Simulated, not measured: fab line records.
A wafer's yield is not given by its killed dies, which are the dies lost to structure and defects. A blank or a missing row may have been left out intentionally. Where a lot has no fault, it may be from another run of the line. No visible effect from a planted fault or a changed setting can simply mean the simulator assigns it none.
fab line records	flow n5_finfet
[record] lots = 7	wafers = 21
route steps=1938 shown BEOL_M10@1494 BEOL_M11@1536 BEOL_M12@1639 BEOL_M13@1680
start_h: hours from the record's first day to the start of the lot's first wafer shown	wait_h: hours from the lot's prior step to this one	" the same as in the row above	L1.1+2: a single row standing in for several wafers	- no value, or no start given	* or withheld: withheld	< > ~ a bound
route shown NAME@n: names a module that has steps shown in the file, with the first one's number in the route	usual: mean and standard deviation over wafers with no fault	same: alike in all rows	chamber/n: place in a boat	sites: readings site by site	_std_site: standard deviation of those values	_edge_site: outer sites' mean less inner sites'	radius_mm: how far each site lies from the wafer's centre	mask NAME#n: copy n	behind: the most recent tool/chamber to have shaped the wafer	hold: why the lot was held/for how many hours/how that ended	device: whichever transistor did not switch (one of n, p or np)	end of line: at the end of the route, the tests of the same wafers	step lacking rows: just its recipe	killed: count of dies lost to structure and defects at first sort (not the wafer's yield)	map: the dies of a wafer, with x for killed, . for not killed, _ for no die there
set.NAME: the setting that was run; set.NAME@STEP: the one run at that earlier step	model.NAME: the simulator's own value behind a step, which no gauge read
one table per step and one row per wafer, for lots whose settings were changed on purpose
[[steps]]
[step N5_BEOL_M10_COAT_63]
[recipe] resist = SOC	temp_c = 250	time_s = 60	spin_rpm = 1500	resist_thk_nm = 100
lot.wafer	tool	chamber	start_h	wait_h	set.spin_rpm	model.SOC_of_BEOL_M10_COAT_63.thk_nm
L075.1+4	litho_track-01	0	283.06	0.1	1500	100.6
L075.6	"	0	"	"	1500	100.2
L077.1	litho_track-01	0	304.86	0.0	1500	100
L077.4	"	0	"	"	1500	99.8
L077.5	"	0	"	"	1500	100.2
L084.2	litho_track-03	0	362.33	4.2	1500	99.6
L084.4	"	0	"	"	1500	99.2
L084.6	"	0	"	"	1500	99.8
L090.1	litho_track-02	0	397.87	0.7	1559	98.2
L090.4	"	0	"	"	1500	100.4
L090.5	"	0	"	"	1559	98.4
L092.2	litho_track-03	0	412.44	2.5	1500	99.8
L092.3	"	0	"	"	1500	99.6
L092.5	"	0	"	"	1500	100
L097.3	litho_track-01	0	425.45	0.3	1579	97.4
L097.4	"	0	"	"	1579	97.6
L097.6	"	0	"	"	1500	99.8
L095.2+3	litho_track-02	0	456.68	1.6	1500	99.8
L095.6	"	0	"	"	1500	100
[step N5_BEOL_M10_COAT_64]
[recipe] resist = SiARC	temp_c = 220	time_s = 60	spin_rpm = 1500	resist_thk_nm = 30
[step N5_BEOL_M10_COAT_22]
[recipe] resist = CAR-ArF	spin_rpm = 1500	resist_thk_nm = 90
[step N5_BEOL_M10_DESCUM_33]
[recipe] chemistry = O2	time_s = 7.9	source_power_w = 50	bias_power_w = 20	pressure_mtorr = 20	rf_frequency_hz = 2.712e+07	temp_c = 40	resist = CAR-ArF	o2_flow_sccm = 225
[step N5_BEOL_M10_ETCH_65]
[recipe] chemistry = CF4	target = SiARC	target_depth_a = 390	mask_material = CAR-ArF	time_s = 65	ion_energy_ev = 80	pressure_mtorr = 40	source_w = 545	bias_w = 36	Ar_flow_sccm = 100	cf4_flow_sccm = 100	ends = cleared
[step N5_BEOL_M10_ETCH_66]
[recipe] chemistry = N2/H2	target = SOC	target_depth_a = 1200	overetch_a = 240	mask_material = SiARC	temp_c = 40	time_s = 180	ion_energy_ev = 200	pressure_mtorr = 30	source_w = 840	bias_w = 150	n2_flow_sccm = 200	h2_flow_sccm = 200
lot.wafer	tool	chamber	start_h	wait_h	set.spin_rpm@BEOL_M10_COAT_63	model.etch.depth_nm
L075.1	rie_diel-04	2	283.78	0.0	1500	100.5
L075.4	"	0	"	"	1500	100.7
L075.6	"	0	"	"	1500	100.1
L077.1	rie_diel-05	2	305.29	0.0	1500	100.1
L077.4	"	3	"	"	1500	99.9
L077.5	"	1	"	"	1500	100.2
L084.2	rie_diel-01	1	363.21	0.0	1500	99.7
L084.4	"	3	"	"	1500	99.25
L084.6	"	2	"	"	1500	99.73
L090.1	rie_diel-05	1	399.14	0.0	1559	98.16
L090.4	"	3	"	"	1500	100.3
L090.5	"	1	"	"	1559	98.41
L092.2	rie_diel-05	1	412.89	0.0	1500	99.84
L092.3	"	0	"	"	1500	99.57
L092.5	"	0	"	"	1500	100.1
L097.3	rie_diel-04	2	426.03	0.0	1579	97.36
L097.4	"	0	"	"	1579	97.5
L097.6	"	1	"	"	1500	99.81
L095.2	rie_diel-05	3	457.32	0.0	1500	99.88
L095.3	"	2	"	"	1500	99.9
L095.6	"	0	"	"	1500	99.96
[step N5_BEOL_M10_STRIP_69]
[recipe] chemistry = N2/H2	temp_c = 40	n2_flow_sccm = 200	h2_flow_sccm = 200	rf_frequency_hz = 6e+07
[step N5_BEOL_M10_VIA_ETCH_34]
[recipe] chemistry = C4F6/O2	target = SiCOH_lowk	target_depth_a = 1845	mask_material = SOC	taper_deg = 4	time_s = 69.2	ion_energy_ev = 250	pressure_mtorr = 30	source_w = 345	bias_w = 185	Ar_flow_sccm = 300	C4F6_flow_sccm = 10	O2_flow_sccm = 10
lot.wafer	tool	chamber	start_h	wait_h	set.spin_rpm@BEOL_M10_COAT_63	model.SOC_of_BEOL_M10_COAT_63.thk_nm
L075.1	rie_diel-04	2	283.90	0.0	1500	93
L075.4	"	0	"	"	1500	92.4
L075.6	"	0	"	"	1500	92
L077.1	rie_diel-05	2	305.42	0.0	1500	92.2
L077.4	"	3	"	"	1500	92
L077.5	"	1	"	"	1500	92.4
L084.2	rie_diel-01	1	363.34	0.0	1500	91.8
L084.4	"	3	"	"	1500	91.2
L084.6	"	2	"	"	1500	91.4
L090.1	rie_diel-05	1	399.27	0.0	1559	90.4
L090.4	"	3	"	"	1500	92.6
L090.5	"	1	"	"	1559	90.6
L092.2	rie_diel-05	1	413.02	0.0	1500	92
L092.3	"	0	"	"	1500	91.6
L092.5	"	0	"	"	1500	92.2
L097.3	rie_diel-04	2	426.15	0.0	1579	90
L097.4	"	0	"	"	1579	89.4
L097.6	"	1	"	"	1500	91.8
L095.2+3	rie_diel-05	3,2	457.44	0.0	1500	92
L095.6	"	0	"	"	1500	92.2
[step N5_BEOL_M11_ILD_DEP_00]
[recipe] material = SiCOH_lowk	target_thk_a = 3085.1	temp_c = 300	precursor = DEMS/porogen	pressure_torr = 5	rf_w = 500	time_s = 58
lot.wafer	tool	chamber	start_h	wait_h	set.time_s	model.SiCOH_lowk_of_BEOL_M11_ILD_DEP_00.thk_nm
L075.1	pecvd-04	2	288.60	0.0	58	314.4
L075.4	"	1	"	"	58	312.4
L075.6	"	0	"	"	58	316.2
L077.1	pecvd-03	1	308.35	0.0	66.12	351.6
L077.4	"	0	"	"	58	308.8
L077.5	"	2	"	"	66.12	342.4
L084.2	pecvd-03	0	366.54	0.0	58	307.6
L084.4	"	0	"	"	52.54	283.6
L084.6	"	1	"	"	58	315.8
L090.1	pecvd-01	1	403.92	0.0	62.85	330
L090.4	"	2	"	"	62.85	333
L090.5	"	1	"	"	58	306.2
L092.2	pecvd-01	2	416.46	0.0	58	308.6
L092.3	"	0	"	"	58	303.8
L092.5	"	0	"	"	58	310.6
L097.3	pecvd-01	2	428.60	0.0	58	304.4
L097.4	"	1	"	"	53.8	286.4
L097.6	"	0	"	"	53.8	284.2
L095.2	pecvd-01	0	461.43	0.0	58	303.8
L095.3	"	2	"	"	58	304.6
L095.6	"	0	"	"	58	307.4
[step N5_BEOL_M11_CURE_71]
[recipe] temp_c = 385	time_s = 240	ambient = He/Ar	material = SiCOH_lowk
lot.wafer	tool	chamber	start_h	wait_h	set.time_s@BEOL_M11_ILD_DEP_00	model.SiCOH_lowk_of_BEOL_M11_ILD_DEP_00.thk_nm
L075.1	uv_cure-03	1	288.69	0.1	58	273.2
L075.4	"	1	"	"	58	271.4
L075.6	"	1	"	"	58	274.8
L077.1	uv_cure-02	2	308.44	0.1	66.12	306.2
L077.4	"	2	"	"	58	268.4
L077.5	"	2	"	"	66.12	298
L084.2	uv_cure-01	1	366.70	0.1	58	267.2
L084.4	"	1	"	"	52.54	246
L084.6	"	1	"	"	58	274.4
L090.1	uv_cure-03	1	403.99	0.0	62.85	287
L090.4	"	1	"	"	62.85	289.8
L090.5	"	1	"	"	58	266
L092.2	uv_cure-03	2	416.98	0.5	58	268
L092.3	"	2	"	"	58	263.8
L092.5	"	2	"	"	58	269.8
L097.3	uv_cure-03	2	428.83	0.2	58	264.4
L097.4	"	2	"	"	53.8	248.4
L097.6	"	2	"	"	53.8	246.6
L095.2	uv_cure-02	2	461.58	0.1	58	263.8
L095.3	"	2	"	"	58	264.6
L095.6	"	2	"	"	58	267
[step N5_BEOL_M11_THK_MEAS_01]
[recipe] reads = SiCOH_lowk_of_BEOL_M11_ILD_DEP_00
[usual] M11_ILD_THK = 267/3.6
lot.wafer	tool	chamber	start_h	wait_h	set.time_s@BEOL_M11_ILD_DEP_00	M11_ILD_THK[nm]
L075.1	film_metro-01	-	289.20	0.4	58	273
L075.4	"	-	"	"	58	272
L075.6	"	-	"	"	58	275
L077.1	film_metro-02	-	309.43	0.8	66.12	306
L077.4	"	-	"	"	58	268
L077.5	"	-	"	"	66.12	298
L084.2	film_metro-02	-	367.13	0.4	58	267
L084.4	"	-	"	"	52.54	246
L084.6	"	-	"	"	58	274
L090.1	film_metro-02	-	404.51	0.4	62.85	287
L090.4	"	-	"	"	62.85	290
L090.5	"	-	"	"	58	266
L092.2	film_metro-01	-	417.41	0.4	58	268
L092.3	"	-	"	"	58	264
L092.5	"	-	"	"	58	270
L097.3	film_metro-01	-	429.19	0.3	58	265
L097.4	"	-	"	"	53.8	248
L097.6	"	-	"	"	53.8	247
L095.2	film_metro-02	-	462.02	0.4	58	264
L095.3	"	-	"	"	58	264
L095.6	"	-	"	"	58	267
[step N5_BEOL_M12_TRENCH_ETCH_34]
[recipe] chemistry = C4F8/O2/Ar	target = SiOC	target_depth_a = 3189.5	mask_material = SOC	pressure_mtorr = 30	source_w = 3000	bias_w = 700	Ar_flow_sccm = 400	C4F8_flow_sccm = 15	O2_flow_sccm = 8	he_inner_torr = 15	he_outer_torr = 30	time_s = 125.5	ion_energy_ev = 250
lot.wafer	tool	chamber	start_h	wait_h	set.time_s	model.etch.depth_nm
L075.1	rie_diel-05	1	295.97	0.0	125.5	320
L075.4	"	2	"	"	125.5	311.6
L075.6	"	0	"	"	125.5	319.5
L077.1	rie_diel-04	0	318.54	0.0	138.8	354.1
L077.4	"	0	"	"	138.8	351.5
L077.5	"	2	"	"	138.8	342.6
L084.2	rie_diel-01	1	378.01	0.0	141.2	353.9
L084.4	"	0	"	"	141.2	369.9
L084.6	"	2	"	"	141.2	359.6
L090.1	rie_diel-04	0	413.17	0.0	125.5	323.3
L090.4	"	2	"	"	125.5	314.6
L090.5	"	0	"	"	143	366.8
L092.2	rie_diel-04	2	428.78	0.0	135.5	335.6
L092.3	"	0	"	"	125.5	317.3
L092.5	"	0	"	"	125.5	319.9
L097.3	rie_diel-01	3	438.46	0.0	125.5	305.7
L097.4	"	2	"	"	125.5	316.2
L097.6	"	0	"	"	107	276.9
L095.2	rie_diel-01	2	472.48	0.0	118.1	299.9
L095.3	"	3	"	"	118.1	291.4
L095.6	"	1	"	"	125.5	323.6
[step N5_BEOL_M12_STRIP_70]
[recipe] chemistry = C4F8/O2/Ar	resist = SiARC	rf_frequency_hz = 6e+07
[step N5_BEOL_M12_OCD_MEAS_35]
[usual] trench_depth_nm = 317/5.7
lot.wafer	tool	chamber	start_h	wait_h	set.time_s@BEOL_M12_TRENCH_ETCH_34	trench_depth_nm
L075.1	ocd-01	-	296.13	0.0	125.5	320
L075.4	"	-	"	"	125.5	312
L075.6	"	-	"	"	125.5	319
L077.1	ocd-01	-	318.69	0.0	138.8	354
L077.4	"	-	"	"	138.8	351
L077.5	"	-	"	"	138.8	343
L084.2	ocd-02	-	378.16	0.0	141.2	354
L084.4	"	-	"	"	141.2	370
L084.6	"	-	"	"	141.2	359
L090.1	ocd-01	-	413.32	0.0	125.5	323
L090.4	"	-	"	"	125.5	315
L090.5	"	-	"	"	143	367
L092.2	ocd-01	-	428.93	0.0	135.5	335
L092.3	"	-	"	"	125.5	318
L092.5	"	-	"	"	125.5	320
L097.3	ocd-02	-	438.62	0.0	125.5	306
L097.4	"	-	"	"	125.5	316
L097.6	"	-	"	"	107	277
L095.2	ocd-02	-	472.63	0.0	118.1	300
L095.3	"	-	"	"	118.1	291
L095.6	"	-	"	"	125.5	324
[step N5_BEOL_M12_SPUTTER_43]
[recipe] material = TaN	target_thk_a = 150	temp_c = 50	bias_v = 168.6	power_w = 15000	chamber_pressure_pa = 0.12	time_s = 24.19
lot.wafer	tool	chamber	start_h	wait_h	set.power_w	model.TaN_of_BEOL_M12_SPUTTER_43.thk_nm
L075.1	pvd_sputter-03	-	300.03	0.0	15000	14.8
L075.4+6	"	-	"	"	15000	15
L077.1+4	pvd_sputter-02	-	323.26	0.0	15000	15
L077.5	"	-	"	"	15000	15.2
L084.2	pvd_sputter-02	-	378.94	0.0	15000	15
L084.4	"	-	"	"	15000	15.2
L084.6	"	-	"	"	17220	17.2
L090.1+4	pvd_sputter-01	-	414.52	0.0	14060	14
L090.5	"	-	"	"	15000	15.2
L092.2	pvd_sputter-01	-	429.46	0.0	15000	14.8
L092.3	"	-	"	"	15000	15.2
L092.5	"	-	"	"	15000	15
L097.3	pvd_sputter-01	-	439.80	0.0	13610	13.8
L097.4	"	-	"	"	13610	13.4
L097.6	"	-	"	"	15000	14.8
L095.2	pvd_sputter-02	-	477.49	0.0	15000	15
L095.3	"	-	"	"	15000	15.2
L095.6	"	-	"	"	16280	16.4
[step N5_BEOL_M12_SPUTTER_44]
[recipe] material = Ta	target_thk_a = 100	temp_c = 50	bias_v = 80	power_w = 15000	chamber_pressure_pa = 0.07	time_s = 16.13
[step N5_BEOL_M12_SPUTTER_45]
[recipe] material = Cu	target_thk_a = 800	temp_c = -20	bias_v = 60	power_w = 26000	chamber_pressure_pa = 0.13	time_s = 13.33
[step N5_BEOL_M12_ECD_47]
[recipe] material = Cu	target_thk_a = 7200
[step N5_BEOL_M12_ANNEAL_48]
[recipe] temp_c = 225	time_s = 90	ambient = N2
[step N5_BEOL_M12_CMP_49]
[recipe] stop_on = SiOC	t_overpolish_s = 20.6	down_force_psi = 1	platen_rpm = 50	clearing_platen_down_force_psi = 1.5	clearing_platen_rpm = 50	post_cmp_clean = cu_alkaline	target_thk_nm = 320	clearing_platen_pad_velocity_m_s = 0.99484	pad_velocity_m_s = 0.99484
lot.wafer	tool	chamber	start_h	wait_h	set.time_s@BEOL_M12_TRENCH_ETCH_34	model.Cu_of_BEOL_M12_ECD_47.thk_nm
L075.1	cmp-01	1	300.79	0.3	125.5	321.4
L075.4	"	3	"	"	125.5	314
L075.6	"	0	"	"	125.5	321
L077.4	cmp-01	1	324.00	0.1	138.8	350.6
L077.1	"	0	"	"	138.8	354.6
L077.5	"	2	"	"	138.8	343
L084.2	cmp-03	2	379.67	0.2	141.2	356.8
L084.4	"	3	"	"	141.2	370.8
L084.6	"	2	"	"	141.2	359.8
L090.1	cmp-04	3	415.29	0.3	125.5	325.2
L090.4	"	1	"	"	125.5	315.8
L090.5	"	2	"	"	143	367.6
L092.3	cmp-03	2	430.25	0.2	125.5	318.6
L092.2	"	0	"	"	135.5	337.2
L092.5	"	2	"	"	125.5	322.2
L097.3	cmp-01	3	440.56	0.2	125.5	310
L097.4	"	0	"	"	125.5	319.8
L097.6	"	2	"	"	107	278
L095.2	cmp-01	3	478.32	0.2	118.1	301.2
L095.3	"	1	"	"	118.1	291.4
L095.6	"	3	"	"	125.5	323.8
[step N5_BEOL_M12_THK_MEAS_50]
[recipe] thk_meas_gauge = xrf	reads = Cu_of_BEOL_M12_ECD_47
[usual] M12_THK = 325/6.8
lot.wafer	tool	chamber	start_h	wait_h	set.time_s@BEOL_M12_TRENCH_ETCH_34	M12_THK[nm]
L075.1	film_metro-01	-	301.05	-	125.5	327
L075.4	"	-	"	"	125.5	321
L075.6	"	-	"	"	125.5	327
L077.1	film_metro-02	-	324.29	-	138.8	365
L077.4	"	-	"	"	138.8	361
L077.5	"	-	"	"	138.8	353
L084.2	film_metro-01	-	379.97	-	141.2	361
L084.4	"	-	"	"	141.2	376
L084.6	"	-	"	"	141.2	364
L090.1	film_metro-02	-	415.55	-	125.5	332
L090.4	"	-	"	"	125.5	322
L090.5	"	-	"	"	143	375
L092.2	film_metro-01	-	430.54	-	135.5	344
L092.3	"	-	"	"	125.5	326
L092.5	"	-	"	"	125.5	330
L097.3	film_metro-01	-	440.81	-	125.5	314
L097.4	"	-	"	"	125.5	327
L097.6	"	-	"	"	107	284
L095.2	film_metro-01	-	478.57	-	118.1	307
L095.3	"	-	"	"	118.1	296
L095.6	"	-	"	"	125.5	329
[step N5_BEOL_M12_PRE_CLEAN_52]
[recipe] gas = NH3	time_s = 15	temp_c = withheld	rf_power_w = 300
[step N5_BEOL_M12_DEP_53]
[recipe] material = SiCN	target_thk_a = 300	temp_c = withheld	precursor = 3MS/NH3	pressure_torr = 3	rf_w = 675	time_s = 10.5
[step N5_BEOL_M12_RS_MEAS_54]
[recipe] thk_meas_gauge = four-point-probe	reads = Cu_of_BEOL_M12_ECD_47+Ta_of_BEOL_M12_SPUTTER_44+TaN_of_BEOL_M12_SPUTTER_43
[usual] M12_RS = 0.0603/0.0012
lot.wafer	tool	chamber	start_h	wait_h	set.time_s@BEOL_M12_TRENCH_ETCH_34	M12_RS[ohm/sq]
L075.1	film_metro-01	-	301.17	0.0	125.5	0.0599
L075.4	"	-	"	"	125.5	0.0612
L075.6	"	-	"	"	125.5	0.0599
L077.1	film_metro-02	-	324.42	0.0	138.8	0.0541
L077.4	"	-	"	"	138.8	0.0546
L077.5	"	-	"	"	138.8	0.0558
L084.2	film_metro-01	-	380.09	0.0	141.2	0.0536
L084.4	"	-	"	"	141.2	0.0516
L084.6	"	-	"	"	141.2	0.0531
L090.1	film_metro-01	-	415.68	0.0	125.5	0.0590
L090.4	"	-	"	"	125.5	0.0608
L090.5	"	-	"	"	143	0.0520
L092.2	film_metro-02	-	430.67	0.0	135.5	0.0569
L092.3	"	-	"	"	125.5	0.0605
L092.5	"	-	"	"	125.5	0.0596
L097.3	film_metro-01	-	440.94	0.0	125.5	0.0620
L097.4	"	-	"	"	125.5	0.0601
L097.6	"	-	"	"	107	0.0696
L095.2	film_metro-02	-	478.70	0.0	118.1	0.0641
L095.3	"	-	"	"	118.1	0.0664
L095.6	"	-	"	"	125.5	0.0594
[step N5_BEOL_M13_COAT_65]
[recipe] resist = SOC	temp_c = 250	time_s = 60	spin_rpm = 1500	resist_thk_nm = 350
lot.wafer	tool	chamber	start_h	wait_h	set.spin_rpm	model.SOC_of_BEOL_M13_COAT_65.thk_nm
L075.1	litho_track-01	0	302.37	0.0	1500	351
L075.4	"	0	"	"	1500	352.4
L075.6	"	0	"	"	1500	351.6
L077.1	litho_track-04	0	325.62	0.0	1456	356.2
L077.4	"	0	"	"	1500	352.4
L077.5	"	0	"	"	1456	356.8
L084.2	litho_track-04	0	381.40	0.0	1500	353
L084.4	"	0	"	"	1439	360.4
L084.6	"	0	"	"	1439	360.8
L090.1	litho_track-04	0	416.85	0.0	1500	351.2
L090.4	"	0	"	"	1500	352
L090.5	"	0	"	"	1500	351.6
L092.2+5	litho_track-01	0	432.13	0.0	1583	341.2
L092.3	"	0	"	"	1583	340.8
L097.3	litho_track-04	0	442.11	0.0	1423	359
L097.4	"	0	"	"	1500	348.8
L097.6	"	0	"	"	1500	349.6
L095.2+3	litho_track-02	0	480.04	0.0	1500	351.4
L095.6	"	0	"	"	1500	351
[[key]]
[split] step = N5_BEOL_M10_COAT_63	setting = spin_rpm	stated = 1500	by = wafer
[response] step = N5_BEOL_M10_COAT_63	reading = model.SOC_of_BEOL_M10_COAT_63.thk_nm	change = -0.472	per = 1%	r = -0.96
[response] step = N5_BEOL_M10_ETCH_66	reading = model.etch.depth_nm	change = -0.477	per = 1%	r = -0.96
[response] step = N5_BEOL_M10_VIA_ETCH_34	reading = model.SOC_of_BEOL_M10_COAT_63.thk_nm	change = -0.447	per = 1%	r = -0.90
[split] step = N5_BEOL_M11_ILD_DEP_00	setting = time_s	stated = 58	by = wafer
[response] step = N5_BEOL_M11_ILD_DEP_00	reading = model.SiCOH_lowk_of_BEOL_M11_ILD_DEP_00.thk_nm	change = +2.82	per = 1%	r = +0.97
[response] step = N5_BEOL_M11_CURE_71	reading = model.SiCOH_lowk_of_BEOL_M11_ILD_DEP_00.thk_nm	change = +2.49	per = 1%	r = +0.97
[response] step = N5_BEOL_M11_THK_MEAS_01	reading = M11_ILD_THK	change = +2.5	per = 1%	r = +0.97
[split] step = N5_BEOL_M12_TRENCH_ETCH_34	setting = time_s	stated = 125.5	by = wafer
[response] step = N5_BEOL_M12_TRENCH_ETCH_34	reading = model.etch.depth_nm	change = +2.88	per = 1%	r = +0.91
[response] step = N5_BEOL_M12_OCD_MEAS_35	reading = trench_depth_nm	change = +2.86	per = 1%	r = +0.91
[response] step = N5_BEOL_M12_CMP_49	reading = model.Cu_of_BEOL_M12_ECD_47.thk_nm	change = +2.93	per = 1%	r = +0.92
[response] step = N5_BEOL_M12_THK_MEAS_50	reading = M12_THK	change = +2.93	per = 1%	r = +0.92
[response] step = N5_BEOL_M12_RS_MEAS_54	reading = M12_RS	change = -0.000583	per = 1%	r = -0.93
[split] step = N5_BEOL_M12_SPUTTER_43	setting = power_w	stated = 15000	by = wafer
[response] step = N5_BEOL_M12_SPUTTER_43	reading = model.TaN_of_BEOL_M12_SPUTTER_43.thk_nm	change = +0.146	per = 1%	r = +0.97
[split] step = N5_BEOL_M13_COAT_65	setting = spin_rpm	stated = 1500	by = wafer
[response] step = N5_BEOL_M13_COAT_65	reading = model.SOC_of_BEOL_M13_COAT_65.thk_nm	change = -1.81	per = 1%	r = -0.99
